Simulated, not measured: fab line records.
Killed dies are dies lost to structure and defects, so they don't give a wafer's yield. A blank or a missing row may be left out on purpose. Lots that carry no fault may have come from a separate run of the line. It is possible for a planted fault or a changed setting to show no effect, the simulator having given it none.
fab line records	flow n5-finfet	part 1 of 2: steps 1 to 20 of 29
[record] lots = 5	wafers = 15	last-day = 18
route steps=1938 shown BEOL_M3@933
lots that met no fault: from a run of the same line without faults
start-h: hours from the record's opening day to when the first of the lot's shown wafers began	wait-h: hours from the lot's prior step to this one	" repeats the value in the row above	L1.1+2: a single row standing in for several wafers	- no value present, or no start provided	* or withheld: withheld	< > ~ a bound
route shown NAME@n: names a module that has steps shown in the file, with the first one's number in the route	usual: mean/standard deviation of fault-free wafers	same: alike in all rows	chamber/n: place in a boat	sites: the reading at each site	_std_site: how widely they spread, as a standard deviation	_edge_site: outer sites' mean less inner sites'	radius-mm: how far each site lies from the wafer's centre	mask NAME#n: copy n	behind: tool/chamber where the wafer was last shaped	hold: reason for holding the lot/hours on hold/outcome of the hold	device: the n, p or np transistor that did not switch	end of line: at the end of the route, the tests of the same wafers	a step without rows: its recipe alone	killed: dies that structure and defects cost at the first sort, which is not the same as the wafer's yield	map: a wafer's dies, marking killed ones x, the rest . and places with no die _
set.NAME: the setting the step ran with; set.NAME@STEP: the setting that earlier step ran with	model.NAME: the simulator's own value behind a step, which no gauge read
a table for each step, a row for each wafer; lots at some steps of the route
services: a tool's chamber out of use, with start hour (start-h, from the record's first day; less than 0 if before it), hours out, and reason
[[steps]]
[step N5_BEOL_M3_PECVD_72]
[recipe] material = SiO2	target-thk-a = 160	temp-c = 400	precursor = TEOS/O2	pressure-torr = 5.5	rf-w = 450	teos-flow-sccm = 53.8	gas = O2	flow-sccm = 3000	time-s = 18
[usual] heater-power-w = 764/110	showerhead-plenum-p-Torr = 8.75/0.044	showerhead-vpp-V = 1336/67	susceptor-temp-C = 400.02/0.22	throttle-valve-pct = 22.6/1.1
lot.wafer	tool	chamber	start-h	wait-h	heater-power-w	showerhead-plenum-p-Torr	showerhead-vpp-V	susceptor-temp-C	throttle-valve-pct
L075.4	pecvd-02	2	146.25	0.1	958	8.78	1272	400.30	22.0
L075.5	"	1	"	"	555	8.76	1425	399.80	22.9
L075.6	"	0	"	"	800	8.76	1456	399.85	22.8
L084.2	pecvd-02	0	195.61	0.0	817	8.79	1433	399.92	22.6
L084.3	"	2	"	"	942	8.79	1273	400.24	22.0
L084.4	"	2	"	"	962	8.79	1304	400.43	21.8
L087.1	pecvd-03	0	231.19	0.0	751	8.71	1293	400.08	25.1
L087.4	"	0	"	"	776	8.73	1276	399.90	24.5
L087.6	"	0	"	"	783	8.70	1269	399.90	24.9
L092.4	pecvd-04	0	245.10	0.1	771	8.82	1379	399.88	22.8
L092.5	"	1	"	"	817	8.71	1304	399.96	21.5
L092.6	"	2	"	"	928	8.69	1283	400.14	21.8
L097.1	pecvd-02	0	286.83	0.0	801	8.76	1445	400.06	22.5
L097.3	"	2	"	"	867	8.80	1291	400.23	22.1
L097.6	"	2	"	"	862	8.77	1277	400.34	21.9
[step N5_BEOL_M3_HM_DEP_02]
[recipe] material = TiN	target-thk-a = 200	temp-c = 25	chamber-pressure-pa = 0.49996
[usual] susceptor-temp-C = 24.99/0.1	throttle-valve-pct = 30.2/0.89
lot.wafer	tool	chamber	start-h	wait-h	susceptor-temp-C	throttle-valve-pct
L075.4	pvd-sputter-01	-	147.80	1.5	25.01	30.7
L075.5	"	-	"	"	24.77	30.8
L075.6	"	-	"	"	24.93	30.6
L084.2	pvd-sputter-02	-	195.88	0.2	24.94	30.6
L084.3	"	-	"	"	25.07	27.9
L084.4	"	-	"	"	24.93	33.1
L087.1	pvd-sputter-03	-	231.58	0.4	24.92	30.7
L087.4	"	-	"	"	24.89	28.9
L087.6	"	-	"	"	24.95	28.9
L092.4	pvd-sputter-03	-	245.46	0.3	24.81	29.9
L092.5	"	-	"	"	24.97	30.8
L092.6	"	-	"	"	24.92	29.8
L097.1	pvd-sputter-01	-	288.22	1.4	25.09	30.8
L097.3	"	-	"	"	24.93	30.6
L097.6	"	-	"	"	25.00	30.6
[step N5_BEOL_M3_COAT_61]
[recipe] resist = SOC	temp-c = 250	time-s = 60	spin-rpm = 1500	resist-thk-nm = 60
[usual] dispense-pressure-kPa = 51.0/1.2
lot.wafer	tool	chamber	start-h	wait-h	dispense-pressure-kPa
L075.4	litho-track-04	0	147.94	0.1	51.3
L075.5	"	0	"	"	51.4
L075.6	"	0	"	"	51.4
L084.2	litho-track-03	0	196.00	0.1	49.8
L084.3	"	0	"	"	49.8
L084.4	"	0	"	"	49.8
L087.1	litho-track-04	0	231.70	0.1	51.4
L087.4	"	0	"	"	51.4
L087.6	"	0	"	"	51.5
L092.4	litho-track-01	0	245.59	0.1	53.0
L092.5	"	0	"	"	53.1
L092.6	"	0	"	"	53.1
L097.1	litho-track-04	0	288.34	0.1	51.4
L097.3	"	0	"	"	51.4
L097.6	"	0	"	"	51.5
[step N5_BEOL_M3_COAT_62]
[recipe] resist = SiARC	temp-c = 220	time-s = 60	spin-rpm = 1500	resist-thk-nm = 12
[usual] dispense-pressure-kPa = 51.0/1.2
lot.wafer	tool	chamber	start-h	wait-h	dispense-pressure-kPa
L075.4	litho-track-04	0	-	-	51.3
L075.5	"	0	"	"	51.3
L075.6	"	0	"	"	51.4
L084.2	litho-track-03	0	-	-	49.8
L084.3	"	0	"	"	49.9
L084.4	"	0	"	"	49.8
L087.1	litho-track-04	0	-	-	51.4
L087.4	"	0	"	"	51.4
L087.6	"	0	"	"	51.4
L092.4	litho-track-01	0	-	-	53.0
L092.5	"	0	"	"	53.0
L092.6	"	0	"	"	53.0
L097.1	litho-track-04	0	-	-	51.4
L097.3	"	0	"	"	51.4
L097.6	"	0	"	"	51.5
[step N5_BEOL_M3_COAT_73]
[recipe] resist = underlayer	temp-c = 205	time-s = 60	spin-rpm = 1500	resist-thk-nm = 5
[usual] dispense-pressure-kPa = 51.0/1.2
lot.wafer	tool	chamber	start-h	wait-h	dispense-pressure-kPa
L075.4	litho-track-04	0	-	-	51.3
L075.5	"	0	"	"	51.3
L075.6	"	0	"	"	51.3
L084.2	litho-track-03	0	-	-	49.8
L084.3	"	0	"	"	49.8
L084.4	"	0	"	"	49.8
L087.1	litho-track-04	0	-	-	51.4
L087.4	"	0	"	"	51.4
L087.6	"	0	"	"	51.4
L092.4	litho-track-01	0	-	-	53.1
L092.5	"	0	"	"	53.0
L092.6	"	0	"	"	53.0
L097.1	litho-track-04	0	-	-	51.4
L097.3	"	0	"	"	51.4
L097.6	"	0	"	"	51.4
[step N5_BEOL_M3_COAT_05]
[recipe] resist = CAR-EUV	spin-rpm = 1500	resist-thk-nm = 30
[usual] dispense-pressure-kPa = 51.0/1.2
lot.wafer	tool	chamber	start-h	wait-h	dispense-pressure-kPa
L075.4	litho-track-04	0	-	-	51.4
L075.5	"	0	"	"	51.4
L075.6	"	0	"	"	51.4
L084.2	litho-track-03	0	-	-	49.8
L084.3	"	0	"	"	49.8
L084.4	"	0	"	"	49.8
L087.1	litho-track-04	0	-	-	51.4
L087.4	"	0	"	"	51.4
L087.6	"	0	"	"	51.4
L092.4	litho-track-01	0	-	-	53.0
L092.5	"	0	"	"	53.0
L092.6	"	0	"	"	53.0
L097.1	litho-track-04	0	-	-	51.4
L097.3	"	0	"	"	51.4
L097.6	"	0	"	"	51.4
[step N5_BEOL_M3_EBR_07]
[recipe] solvent = PGMEA	ebr-width-mm = 1.5
lot.wafer	tool	chamber	start-h	wait-h
L075.4+5+6	litho-track-04	0	-	-
L084.2+3+4	litho-track-03	0	-	-
L087.1+4+6	litho-track-04	0	-	-
L092.4+5+6	litho-track-01	0	-	-
L097.1+3+6	litho-track-04	0	-	-
[step N5_BEOL_M3_SOFTBAKE_06]
[recipe] temp-c = 110	time-s = 60	resist = CAR-EUV
lot.wafer	tool	chamber	start-h	wait-h
L075.4+5+6	litho-track-04	0	-	-
L084.2+3+4	litho-track-03	0	-	-
L087.1+4+6	litho-track-04	0	-	-
L092.4+5+6	litho-track-01	0	-	-
L097.1+3+6	litho-track-04	0	-	-
[step N5_BEOL_M3_EXPOSE_08]
[recipe] mask-id = M3	na = 0.33	source-shape = dipole	sigma-inner = 0.369	sigma-outer = 0.767	polarization = unpolarized	dose-mj = 33
[usual] focus-offset-nm = 0.2/0.49
lot.wafer	tool	chamber	start-h	wait-h	mask	focus-offset-nm
L075.4	euv-scanner-02	0	148.09	-	M3#0	-0.3
L075.5	"	0	"	"	M3#0	0.1
L075.6	"	0	"	"	M3#0	-0.3
L084.2	euv-scanner-02	0	196.14	-	M3#0	0.6
L084.3	"	0	"	"	M3#0	-0.6
L084.4	"	0	"	"	M3#0	0.4
L087.1	euv-scanner-01	0	231.84	-	M3#0	0.0
L087.4	"	0	"	"	M3#0	-1.0
L087.6	"	0	"	"	M3#0	0.5
L092.4	euv-scanner-02	0	245.96	-	M3#0	-0.5
L092.5	"	0	"	"	M3#0	0.3
L092.6	"	0	"	"	M3#0	-0.2
L097.1	euv-scanner-01	0	288.48	-	M3#0	-0.5
L097.3	"	0	"	"	M3#0	0.5
L097.6	"	0	"	"	M3#0	-0.5
[step N5_BEOL_M3_PEB_09]
[recipe] peb-temp-c = 100	peb-time-s = 60	resist = CAR-EUV
lot.wafer	tool	chamber	start-h	wait-h
L075.4+5+6	litho-track-04	0	148.14	0.0
L084.2+3+4	litho-track-03	0	196.20	0.0
L087.1+4+6	litho-track-01	0	231.90	0.1
L092.4+5+6	litho-track-01	0	246.00	0.0
L097.1+3+6	litho-track-01	0	288.54	0.1
[step N5_BEOL_M3_DEVELOP_10]
[recipe] develop-time-s = 30	developer = TMAH	resist = CAR-EUV	rinse-liquid = surfactant-rinse	dry = air-spin	dev-temp-c = 23
[same] develop-time-s = 30
lot.wafer	tool	chamber	start-h	wait-h
L075.4+5+6	litho-track-04	0	-	-
L084.2+3+4	litho-track-03	0	-	-
L087.1+4+6	litho-track-01	0	-	-
L092.4+5+6	litho-track-01	0	-	-
L097.1+3+6	litho-track-01	0	-	-
[step N5_BEOL_M3_CD_MEAS_11]
[recipe] target-cd-nm = 17.05	landing-energy-ev = 500	detector = se-inlens	polarity = opening
[usual] cd-nm = 17.07/0.22
lot.wafer	tool	chamber	start-h	wait-h	cd-nm
L075.4	cd-sem-02	0	148.20	-	17.42
L075.5	"	0	"	"	17.02
L075.6	"	0	"	"	16.71
L084.2	cd-sem-02	0	196.27	-	17.01
L084.3	"	0	"	"	17.33
L084.4	"	0	"	"	16.48
L087.1	cd-sem-01	0	231.97	-	17.38
L087.4	"	0	"	"	16.80
L087.6	"	0	"	"	17.21
L092.4	cd-sem-02	0	246.07	-	17.32
L092.5	"	0	"	"	16.98
L092.6	"	0	"	"	16.89
L097.1	cd-sem-02	0	288.61	-	17.23
L097.3	"	0	"	"	17.16
L097.6	"	0	"	"	17.27
[step N5_BEOL_M3_OVL_MEAS_12]
[recipe] points-per-wafer = 522
[usual] M3_OVL = 0.3/0.76
lot.wafer	tool	chamber	start-h	wait-h	M3_OVL[nm]
L075.4	overlay-02	0	148.25	0.0	1.1
L075.5	"	0	"	"	-0.2
L075.6	"	0	"	"	1.1
L084.2	overlay-02	0	196.30	0.0	0.5
L084.3	"	0	"	"	1.6
L084.4	"	0	"	"	0.0
L087.1	overlay-01	0	232.00	0.0	-0.4
L087.4	"	0	"	"	0.3
L087.6	"	0	"	"	-0.4
L092.4	overlay-02	0	246.11	0.0	1.8
L092.5	"	0	"	"	0.3
L092.6	"	0	"	"	0.6
L097.1	overlay-01	0	288.64	0.0	0.3
L097.3	"	0	"	"	-0.9
L097.6	"	0	"	"	0.8
[step N5_BEOL_M3_INSPECT_13]
[recipe] mode = adi	inspect-instrument = brightfield
[usual] raw-defect-count = 447/130
lot.wafer	tool	chamber	start-h	wait-h	raw-defect-count
L075.4	defect-inspect-02	-	148.29	0.0	568
L075.5	"	-	"	"	587
L075.6	"	-	"	"	666
L084.2	defect-inspect-01	-	196.35	0.0	396
L084.3	"	-	"	"	309
L084.4	"	-	"	"	933
L087.1	defect-inspect-01	-	232.06	0.1	479
L087.4	"	-	"	"	390
L087.6	"	-	"	"	393
L092.4	defect-inspect-02	-	246.15	0.0	283
L092.5	"	-	"	"	322
L092.6	"	-	"	"	354
L097.1	defect-inspect-02	-	288.69	0.1	467
L097.3	"	-	"	"	901
L097.6	"	-	"	"	429
[step N5_BEOL_M3_DESCUM_16]
[recipe] chemistry = O2	time-s = 7	source-power-w = 50	bias-power-w = 20	pressure-mtorr = 20	rf-frequency-hz = 2.712e+07	temp-c = 40	resist = CAR-EUV	o2-flow-sccm = 225
[usual] chamber-pressure-mTorr = 20.000/0.02	drypump-motor-current-A = 5.9/0.33	oes-product-au = 0.79/0.083	rf-vpp-V = 243.5/1	showerhead-plenum-p-Torr = 2.11/0.04	throttle-valve-pct = 20.45/0.21
lot.wafer	tool	chamber	start-h	wait-h	chamber-pressure-mTorr	drypump-motor-current-A	oes-product-au	rf-hours-counter-h	rf-vpp-V	showerhead-plenum-p-Torr	throttle-valve-pct
L075.4	rie-diel-02	0	148.55	0.3	19.972	5.5	0.83	-	245.6	2.11	20.30
L075.5	"	3	"	"	19.998	5.7	0.75	-	242.9	2.10	20.17
L075.6	"	1	"	"	19.976	6.4	0.75	-	242.4	2.08	20.62
L084.2	rie-diel-01	3	196.82	0.5	20.013	5.8	0.79	118	240.7	2.02	20.67
L084.3	"	2	"	"	19.993	5.5	0.68	218	244.7	2.16	20.77
L084.4	"	1	"	"	19.974	5.9	0.68	-	242.8	2.06	20.38
L087.1	rie-diel-05	3	232.29	0.2	20.021	6.0	0.69	237	244.7	2.16	20.47
L087.4	"	1	"	"	20.028	5.9	0.86	51	243.9	2.12	20.05
L087.6	"	0	"	"	19.997	6.1	0.85	-	244.0	2.13	20.61
L092.4	rie-diel-01	0	246.34	0.2	20.017	6.3	0.95	-	243.4	2.14	19.99
L092.5	"	2	"	"	20.021	5.5	0.67	-	243.6	2.15	20.77
L092.6	"	3	"	"	20.029	5.8	0.79	-	242.6	2.01	20.68
L097.1	rie-diel-05	0	288.73	0.0	19.988	6.0	0.82	76	243.8	2.12	20.63
L097.3	"	1	"	"	20.023	5.9	0.83	69	243.9	2.12	20.06
L097.6	"	2	"	"	20.002	5.5	0.77	-	243.0	2.12	20.43
[step N5_BEOL_M3_ETCH_74]
[recipe] chemistry = N2/H2	target = underlayer	target-depth-a = 65	mask-material = CAR-EUV	time-s = 5.2	ion-energy-ev = 200	pressure-mtorr = 30	source-w = 840	bias-w = 150	n2-flow-sccm = 200	h2-flow-sccm = 200	ends = cleared
[usual] chamber-pressure-mTorr = 30.00/0.042	drypump-motor-current-A = 5.9/0.33	etch-rf-on-time-s = 5.16/0.11	oes-product-au = 0.67/0.072	rf-vpp-V = 524.4/1.8	showerhead-plenum-p-Torr = 2.56/0.045	throttle-valve-pct = 17.89/0.24
lot.wafer	tool	chamber	start-h	wait-h	chamber-pressure-mTorr	drypump-motor-current-A	etch-rf-on-time-s	oes-product-au	rf-hours-counter-h	rf-vpp-V	showerhead-plenum-p-Torr	throttle-valve-pct
L075.4	rie-diel-02	0	148.58	0.0	30.01	5.4	5.15	0.69	-	525.6	2.58	17.80
L075.5	"	3	"	"	30.02	5.7	5.19	0.64	-	523.0	2.55	17.63
L075.6	"	1	"	"	30.03	6.4	5.11	0.64	-	523.3	2.54	18.20
L084.2	rie-diel-01	3	196.85	0.0	30.06	5.8	5.26	0.67	118	521.3	2.46	18.14
L084.3	"	2	"	"	29.98	5.5	5.24	0.57	218	523.9	2.62	18.19
L084.4	"	1	"	"	30.04	5.9	5.33	0.57	-	524.2	2.51	17.83
L087.1	rie-diel-05	3	232.32	0.0	30.00	6.0	5.19	0.59	237	527.6	2.62	17.95
L087.4	"	1	"	"	29.97	5.9	5.17	0.74	51	524.7	2.58	17.43
L087.6	"	0	"	"	30.03	6.0	5.03	0.74	-	525.9	2.58	17.96
L092.4	rie-diel-01	0	246.37	0.0	29.99	6.3	5.15	0.82	-	524.6	2.60	17.34
L092.5	"	2	"	"	29.98	5.5	5.20	0.58	-	527.7	2.61	18.26
L092.6	"	3	"	"	30.00	5.8	5.19	0.66	-	521.1	2.45	18.13
L097.1	rie-diel-05	0	288.76	0.0	29.98	6.1	5.08	0.71	76	523.5	2.58	18.01
L097.3	"	1	"	"	29.99	5.9	5.23	0.71	69	523.1	2.57	17.46
L097.6	"	2	"	"	30.06	5.5	5.21	0.67	-	525.8	2.57	17.80
[step N5_BEOL_M3_ETCH_63]
[recipe] chemistry = CF4	target = SiARC	target-depth-a = 156	mask-material = CAR-EUV	time-s = 26	ion-energy-ev = 80	pressure-mtorr = 40	source-w = 545	bias-w = 36	Ar_flow_sccm = 100	cf4-flow-sccm = 100	ends = cleared
[usual] chamber-pressure-mTorr = 40.00/0.036	drypump-motor-current-A = 5.9/0.34	etch-rf-on-time-s = 25.7/0.46	oes-product-au = 0.67/0.072	rf-vpp-V = 184.3/0.94	showerhead-plenum-p-Torr = 2.16/0.036	throttle-valve-pct = 15.64/0.21
lot.wafer	tool	chamber	start-h	wait-h	chamber-pressure-mTorr	drypump-motor-current-A	etch-rf-on-time-s	oes-product-au	rf-hours-counter-h	rf-vpp-V	showerhead-plenum-p-Torr	throttle-valve-pct
L075.4	rie-diel-02	0	148.60	0.0	40.00	5.4	25.7	0.70	-	185.7	2.17	15.53
L075.5	"	3	"	"	39.94	5.7	25.9	0.64	-	182.5	2.15	15.41
L075.6	"	1	"	"	40.03	6.3	25.5	0.64	-	185.0	2.14	15.85
L084.2	rie-diel-01	3	196.87	0.0	40.04	5.8	25.9	0.68	118	183.6	2.07	15.84
L084.3	"	2	"	"	40.00	5.5	26.3	0.58	218	186.7	2.21	15.97
L084.4	"	1	"	"	40.03	5.9	26.4	0.58	-	184.0	2.12	15.73
L087.1	rie-diel-05	3	232.34	0.0	39.98	6.0	26.1	0.60	237	185.1	2.19	15.65
L087.4	"	1	"	"	40.03	5.9	25.9	0.74	51	184.4	2.18	15.29
L087.6	"	0	"	"	39.97	6.1	25.2	0.74	-	185.3	2.17	15.71
L092.4	rie-diel-01	0	246.39	0.0	39.98	6.3	26.1	0.80	-	184.1	2.19	15.11
L092.5	"	2	"	"	39.99	5.5	26.3	0.57	-	186.5	2.20	16.01
L092.6	"	3	"	"	39.97	5.8	26.1	0.65	-	182.1	2.07	15.90
L097.1	rie-diel-05	0	288.78	0.0	40.04	6.1	25.1	0.72	76	183.5	2.17	15.72
L097.3	"	1	"	"	39.96	5.9	25.8	0.72	69	185.3	2.17	15.30
L097.6	"	2	"	"	39.95	5.5	25.9	0.67	-	185.0	2.15	15.51
[step N5_BEOL_M3_ETCH_64]
[recipe] chemistry = N2/H2	target = SOC	target-depth-a = 750	overetch-a = 150	mask-material = SiARC	temp-c = 40	time-s = 112.5	ion-energy-ev = 200	pressure-mtorr = 30	source-w = 840	bias-w = 150	n2-flow-sccm = 200	h2-flow-sccm = 200
[usual] chamber-pressure-mTorr = 29.998/0.026	drypump-motor-current-A = 5.9/0.33	oes-product-au = 0.62/0.061	rf-vpp-V = 524.4/1.5	showerhead-plenum-p-Torr = 2.56/0.045	throttle-valve-pct = 17.85/0.24
lot.wafer	tool	chamber	start-h	wait-h	chamber-pressure-mTorr	drypump-motor-current-A	oes-product-au	rf-hours-counter-h	rf-vpp-V	showerhead-plenum-p-Torr	throttle-valve-pct
L075.4	rie-diel-02	0	148.67	0.1	29.975	5.4	0.65	-	524.1	2.58	17.77
L075.5	"	3	"	"	29.992	5.7	0.60	-	524.8	2.55	17.62
L075.6	"	1	"	"	29.996	6.4	0.59	-	523.2	2.54	18.14
L084.2	rie-diel-01	3	196.90	0.0	30.031	5.8	0.62	118	522.5	2.46	18.08
L084.3	"	2	"	"	29.996	5.5	0.55	218	525.3	2.62	18.16
L084.4	"	1	"	"	30.003	5.9	0.55	-	522.6	2.51	17.82
L087.1	rie-diel-05	3	232.36	0.0	30.016	6.0	0.55	237	525.2	2.62	17.91
L087.4	"	1	"	"	30.028	5.9	0.68	51	525.3	2.58	17.38
L087.6	"	0	"	"	30.009	6.1	0.67	-	524.8	2.58	17.92
L092.4	rie-diel-01	0	246.46	0.1	29.960	6.4	0.74	-	526.2	2.60	17.30
L092.5	"	2	"	"	30.014	5.5	0.53	-	525.2	2.61	18.20
L092.6	"	3	"	"	29.964	5.8	0.61	-	521.6	2.45	18.12
L097.1	rie-diel-05	0	288.81	0.0	29.929	6.1	0.65	76	524.3	2.57	17.95
L097.3	"	1	"	"	29.996	5.9	0.66	69	524.7	2.57	17.41
L097.6	"	2	"	"	29.982	5.5	0.62	-	524.9	2.57	17.78
[step N5_BEOL_M3_STRIP_65]
[recipe] chemistry = N2/H2	temp-c = 40	n2-flow-sccm = 200	h2-flow-sccm = 200	rf-frequency-hz = 6e+07
lot.wafer	tool	chamber	start-h	wait-h
L075.4+5+6	rie-diel-02	0,3,1	148.73	0.0
L084.2+3+4	rie-diel-01	3,2,1	197.01	0.1
L087.1+4+6	rie-diel-05	3,1,0	232.47	0.1
L092.4+5+6	rie-diel-01	0,2,3	246.52	0.0
L097.1+3+6	rie-diel-05	0,1,2	288.91	0.1
[step N5_BEOL_M3_STRIP_75]
[recipe] chemistry = N2/H2	temp-c = 40	n2-flow-sccm = 200	h2-flow-sccm = 200	rf-frequency-hz = 6e+07
lot.wafer	tool	chamber	start-h	wait-h
L075.4+5+6	rie-diel-02	0,3,1	148.74	0.0
L084.2+3+4	rie-diel-01	3,2,1	197.02	0.0
L087.1+4+6	rie-diel-05	3,1,0	232.48	0.0
L092.4+5+6	rie-diel-01	0,2,3	246.53	0.0
L097.1+3+6	rie-diel-05	0,1,2	288.92	0.0
